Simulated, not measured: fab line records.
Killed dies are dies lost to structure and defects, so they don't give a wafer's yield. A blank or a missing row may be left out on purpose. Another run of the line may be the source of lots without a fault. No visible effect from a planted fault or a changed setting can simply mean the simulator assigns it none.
What tool caused it? | flow n5 finfet | 12 lots with 36 wafers sampled at 4 steps, on a route of 1938 steps

## WHAT THE GAUGES SHOWED, per wafer
N5_BEOL_M15_INSPECT_12: inspects for defects (macro).
lot  | measured     | on                | raw defect count
L075 | day 12 07:15 | defect inspect-01 | 3 0 5
L076 | day 13 00:55 | defect inspect-01 | 3 4 5
L079 | day 13 18:15 | defect inspect-02 | 0 4 4
L077 | day 13 19:11 | defect inspect-02 | 2 6 1
L083 | day 14 02:11 | defect inspect-01 | 3 2 1
L085 | day 14 09:50 | defect inspect-02 | 3 0 1
L087 | day 14 17:52 | defect inspect-02 | 1 2 1
L089 | day 15 20:14 | defect inspect-01 | 2 2 4
L090 | day 16 10:10 | defect inspect-02 | 1 2 1
L092 | day 16 11:58 | defect inspect-02 | 3 3 2
L095 | day 17 16:47 | defect inspect-02 | 2 1 0
L096 | day 17 20:19 | defect inspect-02 | 0 1 3

## TOOL THAT RAN EACH LOT (tool first, then ch and the chambers of the sampled wafers, then the start)
lot  | N5_BEOL_M13_PRE_CLEAN_42     | N5_BEOL_M13_DEP_53              | N5_BEOL_M14_TRENCH_ETCH_34
L075 | pvd sputter-03, day 11 21:36 | pecvd-04 ch 0,1,2, day 11 22:55 | rie diel-06 ch 0,1,2, day 12 01:19
L076 | pvd sputter-02, day 12 17:38 | pecvd-01 ch 1,2, day 12 18:46   | rie diel-04 ch 1,2,3, day 12 20:47
L079 | pvd sputter-01, day 13 05:22 | pecvd-01 ch 0,2, day 13 06:30   | rie diel-04 ch 2,3, day 13 08:46
L077 | pvd sputter-01, day 13 05:44 | pecvd-04 ch 0,1, day 13 06:55   | rie diel-02 ch 0,1,2, day 13 09:47
L083 | pvd sputter-03, day 13 19:31 | pecvd-01 ch 0,1, day 13 20:39   | rie diel-06 ch 0,1,2, day 13 22:50
L085 | pvd sputter-02, day 14 03:11 | pecvd-01 ch 0,2, day 14 04:19   | rie diel-04 ch 0,1,2, day 14 06:36
L087 | pvd sputter-02, day 14 09:26 | pecvd-03 ch 1, day 14 10:35     | rie diel-02 ch 0,3, day 14 12:59
L089 | pvd sputter-03, day 15 12:04 | pecvd-03 ch 0,1, day 15 13:12   | rie diel-04 ch 0,3, day 15 15:20
L090 | pvd sputter-03, day 16 03:17 | pecvd-04 ch 0,1, day 16 04:25   | rie diel-06 ch 0,1,3, day 16 06:34
L092 | pvd sputter-03, day 16 04:46 | pecvd-03 ch 0,1,2, day 16 05:55 | rie diel-06 ch 0,1, day 16 08:44
L095 | pvd sputter-01, day 17 08:00 | pecvd-03 ch 1,2, day 17 09:09   | rie diel-04 ch 2,3, day 17 11:28
L096 | pvd sputter-02, day 17 11:49 | pecvd-04 ch 0,1,2, day 17 13:24 | rie diel-06 ch 0,1,3, day 17 15:44
- N5_BEOL_M13_PRE_CLEAN_42: time 30 s.
- N5_BEOL_M13_DEP_53: deposits SiCN from 3MS/NH3, target thk 50 nm, time 17.8 s.
- N5_BEOL_M14_TRENCH_ETCH_34: etches SiO2 in C4F8/O2/Ar, target depth 556.65 nm, time 126.9 s.

## THE ANSWER, worked out from the rows above alone
Rule: usual is defined by the lots themselves. Put in order of their means at a reading, lots are off if they are a third of the lots or fewer, leave a main group of 4 or more, and stand apart from it by a gap of 3 or more times the standard deviation of the main group's means; of several such gaps the widest counts. A main group is skipped when, at the precision printed for the reading in the tables above, its means are all equal. A lot without any number at a reading at which 4 lots or more have one is off too. Any other lot the step has rows for is counted as sound.
Across all readings shown, no lot is off: no conclusion can be drawn from this.

## WHAT HAD BEEN PUT IN BY THE SIMULATOR
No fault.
